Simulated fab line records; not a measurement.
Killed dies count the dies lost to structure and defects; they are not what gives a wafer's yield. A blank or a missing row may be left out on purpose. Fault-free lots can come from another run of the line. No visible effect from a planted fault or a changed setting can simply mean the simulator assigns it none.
Problem report, 8D (eight disciplines) form, completed by code ; flow nand_harc ; the parts of the form that need people (team, actions taken, sign-off) are left out

== 1. WHAT IS WRONG ==
Mean of run_length_s at NHARC_A_WL_FILL_ETCHBACK_26: 30.6 s across 2 wafers in 2 lots; on wafers with no fault it is 34.7 s (standard deviation 0.38). Measured from the usual mean, that is -11 standard deviations.
The step: etches the open film in HBr, target depth 52 nm, time 13.3 s.
First observed at day 29 04:13: wafer L557.2, on rie_si-01. Wafers with a number at this step in the record: 36, from 12 lots. Rule for "out" (also "out of limits"): further than 4 standard deviations from the usual mean. The rest of the wafers with a number are treated as sound.

== 2. WHAT IT IS, AND WHAT IT ISN'T ==
question;is;is not
which readings at this step;run_length_s;drypump_motor_current_A, oes_product_au, throttle_valve_pct
which lots;L557, L559;L538, L539, L540, L541, L544, L545, L549, L550, L552, L556
which wafers of those lots;L557.2, L559.1;L557.3, L557.6, L559.3, L559.4
read on which tools;rie_si-01;rie_si-03, rie_si-05
when;from day 29 04:13;"up to then (32 sound wafers); but 2 sound wafers of L559 came after"

== 3. SUSPECTS, AND WHAT RULES EACH OUT ==
Counting: any tool at a process step up to the reading remains a suspect provided it ran every lot that is out. Sound lots after the first of them don't rule it out here, since some wafers of a struck lot are sound.
- rie_metal-03 at NHARC_A_WL_FILL_ETCHBACK_04 (etches the open film in NF3, target depth 60 nm, time 120 s): kept. Every lot that is out went through it, the first being L557 (day 28 14:56); the last sound lot it ran before that was L549 (day 25 04:20).
- rie_si-01 at NHARC_A_WL_FILL_ETCHBACK_26 (etches the open film in HBr, target depth 52 nm, time 13.3 s): kept. Every lot that is out went through it, the first being L557 (day 29 04:13); the last sound lot it ran before that was L552 (day 26 21:55). On those wafers its own readings are out: run_length_s.
- In rie_si-01 at NHARC_A_WL_FILL_ETCHBACK_26, the wafers that are out were processed in chamber 0 and their sound lot-mates in chambers 1, 2.
Remaining after the count are rie_metal-03 at NHARC_A_WL_FILL_ETCHBACK_04 and rie_si-01 at NHARC_A_WL_FILL_ETCHBACK_26.

== 4. THE CAUSE (what the simulator had put in) ==
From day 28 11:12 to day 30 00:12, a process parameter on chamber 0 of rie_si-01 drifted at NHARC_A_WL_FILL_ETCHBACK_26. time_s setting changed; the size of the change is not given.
Counting leaves 2 suspects; this tool is one of them.

== 5. THE EFFECT CHAIN, in route order ==
Each row: a reading where the mean over the struck wafers with a number is more than 3 standard deviations away from the usual. Scope: only readings with a usual standard deviation given in the record; hours: median across lots of the time from each lot's start at the first step in this table that gives one to its start at this step; sigmas: change in usual standard deviations.
hours;step;reading;usual;on struck wafers;change;sigmas
0;NHARC_A_WL_FILL_ETCHBACK_26;run_length_s;34.7 s;30.6;-4.1;-11
Its process steps:
- NHARC_A_WL_FILL_ETCHBACK_26: etches the open film in HBr, target depth 52 nm, time 13.3 s.

== 6. WHAT WOULD HAVE CAUGHT IT SOONER ==
In this record the first reading out of limits was taken at day 29 04:13, 17 hours after the fault began at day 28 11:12.
